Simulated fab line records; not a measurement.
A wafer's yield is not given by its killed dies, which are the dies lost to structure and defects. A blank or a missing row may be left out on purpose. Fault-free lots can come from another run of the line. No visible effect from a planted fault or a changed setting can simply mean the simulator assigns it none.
Lot-split experiment + flow n5-finfet + route with 1938 steps; 7 lots, 39 wafers read

## THE SPLIT ITSELF
At N5_SD_EPI_P_ETCH_16 (etches SiO2 in CHF3/O2, target depth 5 nm), the setting target-depth-a was moved away from the recipe's 50 angstrom on 12 of the 39 wafers read, by -52.2% to +50.3%. All remaining wafers had this setting at the recipe value.

The reading comes from the split's own step.

## THE READING
etch.depth-nm (the simulator's own value, which no gauge read), in nm, at N5_SD_EPI_P_ETCH_16 (etches SiO2 in CHF3/O2, target depth 5 nm). The file gives no usual value for it. The 27 wafers here that ran the recipe average 4.979 nm, standard deviation 0.078 nm.

| wafer  | tool, chamber at the split | target-depth-a as run, angstrom | against the recipe | etch.depth-nm, nm | against lot-mates on the recipe |
|--------|----------------------------|---------------------------------|--------------------|-------------------|---------------------------------|
| L085.1 | rie-diel-05, 1             | 50                              | recipe             | 4.821             | -                               |
| L085.2 | rie-diel-05, 3             | 50                              | recipe             | 4.902             | -                               |
| L085.3 | rie-diel-05, 0             | 50                              | recipe             | 5.059             | -                               |
| L085.4 | rie-diel-05, 3             | 50                              | recipe             | 4.966             | -                               |
| L085.5 | rie-diel-05, 0             | 50                              | recipe             | 5.03              | -                               |
| L085.6 | rie-diel-05, 1             | 50                              | recipe             | 4.777             | -                               |
| L087.1 | rie-diel-05, 2             | 50                              | recipe             | 4.923             | -                               |
| L087.2 | rie-diel-05, 3             | 50                              | recipe             | 4.938             | -                               |
| L087.3 | rie-diel-05, 1             | 50                              | recipe             | 4.788             | -                               |
| L087.4 | rie-diel-05, 0             | 50                              | recipe             | 5.026             | -                               |
| L087.5 | rie-diel-05, 0             | 50                              | recipe             | 5.062             | -                               |
| L087.6 | rie-diel-05, 3             | 50                              | recipe             | 4.971             | -                               |
| L090.1 | rie-diel-03, 3             | 50                              | recipe             | 4.992             | -                               |
| L090.2 | rie-diel-03, 2             | 71.04                           | +42.1%             | 7.161             | +2.152                          |
| L090.3 | rie-diel-03, 0             | 71.04                           | +42.1%             | 7.063             | +2.054                          |
| L090.4 | rie-diel-03, 1             | 50                              | recipe             | 5.056             | -                               |
| L090.5 | rie-diel-03, 1             | 71.04                           | +42.1%             | 7.214             | +2.205                          |
| L090.6 | rie-diel-03, 2             | 50                              | recipe             | 4.98              | -                               |
| L091.1 | rie-diel-04, 2,0,3         | 50                              | recipe             | 5.014             | -                               |
| L091.4 | rie-diel-04, 2,0,3         | 50                              | recipe             | 5.014             | -                               |
| L091.6 | rie-diel-04, 2,0,3         | 50                              | recipe             | 5.014             | -                               |
| L091.2 | rie-diel-04, 1             | 63.23                           | +26.5%             | 6.243             | +1.229                          |
| L091.3 | rie-diel-04, 3             | 63.23                           | +26.5%             | 6.291             | +1.277                          |
| L091.5 | rie-diel-04, 0             | 63.23                           | +26.5%             | 6.359             | +1.345                          |
| L092.1 | rie-diel-04, 3             | 75.13                           | +50.3%             | 7.566             | +2.523                          |
| L092.2 | rie-diel-04, 0             | 50                              | recipe             | 5.043             | -                               |
| L092.3 | rie-diel-04, 2             | 50                              | recipe             | 5.046             | -                               |
| L092.4 | rie-diel-04, 1             | 75.13                           | +50.3%             | 7.519             | +2.476                          |
| L092.5 | rie-diel-04, 3             | 75.13                           | +50.3%             | 7.58              | +2.537                          |
| L092.6 | rie-diel-04, 0             | 50                              | recipe             | 5.04              | -                               |
| L093.1 | rie-diel-03, 0             | 23.89                           | -52.2%             | 2.35              | -2.652                          |
| L093.2 | rie-diel-03, 2             | 50                              | recipe             | 5.009             | -                               |
| L093.3 | rie-diel-03, 1             | 50                              | recipe             | 4.997             | -                               |
| L093.4 | rie-diel-03, 1             | 50                              | recipe             | 4.999             | -                               |
| L093.5 | rie-diel-03, 2             | 23.89                           | -52.2%             | 2.385             | -2.617                          |
| L093.6 | rie-diel-03, 0             | 23.89                           | -52.2%             | 2.37              | -2.632                          |
| L096.1 | rie-diel-05, 2             | 50                              | recipe             | 4.911             | -                               |
| L096.2 | rie-diel-05, 0             | 50                              | recipe             | 5.045             | -                               |
| L096.5 | rie-diel-05, 0             | 50                              | recipe             | 5.016             | -                               |
The file does not say which wafer passed through which chamber wherever a row lists several chambers: such a row stands for several wafers.

THE FIT
A straight line over all 39 wafers: etch.depth-nm changes by +0.0507 nm for each +1% of target-depth-a; r = +1.00; the points scatter about the line by 0.073 nm.
The same after taking each lot's own level away (the mean of its wafers on the recipe; 39 wafers): +0.0502 nm for each +1%; r = +1.00; scatter 0.064 nm.
Per that fit: largest target-depth-a move, reading shift of 2.6 nm.
The lots' own levels span 4.9258 to 5.0430 nm, that is 1.5 times the standard deviation above.
So the lot-to-lot level changes the slope little: the two slopes agree.
Check: -2.62 nm against its lot-mates is what the line predicts for one of the wafers moved furthest among these (-52.2%) when that wafer is left out of the fit. Against them it came out at -2.65 nm.

## ADDITIONAL SPLITS CARRIED BY THESE WAFERS
Note: prior to the reading, these wafers also went through further splits. Each is held against what the fit with the lots' levels taken away leaves over:
| other split on the same wafers                 | wafers away from the commonest value | r with etch.depth-nm (lot level and that fit taken away) |
|------------------------------------------------|--------------------------------------|----------------------------------------------------------|
| N5_ZERO_LAYER_DEVELOP_10 develop-time-s        | 15                                   | -0.06                                                    |
| N5_PMOS_HMC_CHANNEL_EPI_HM_DEP_34 target-thk-a | 15                                   | +0.06                                                    |

## THE FILE'S OWN FIT
etch.depth-nm changes by +0.0502 nm for each +1% of target-depth-a, r = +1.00.
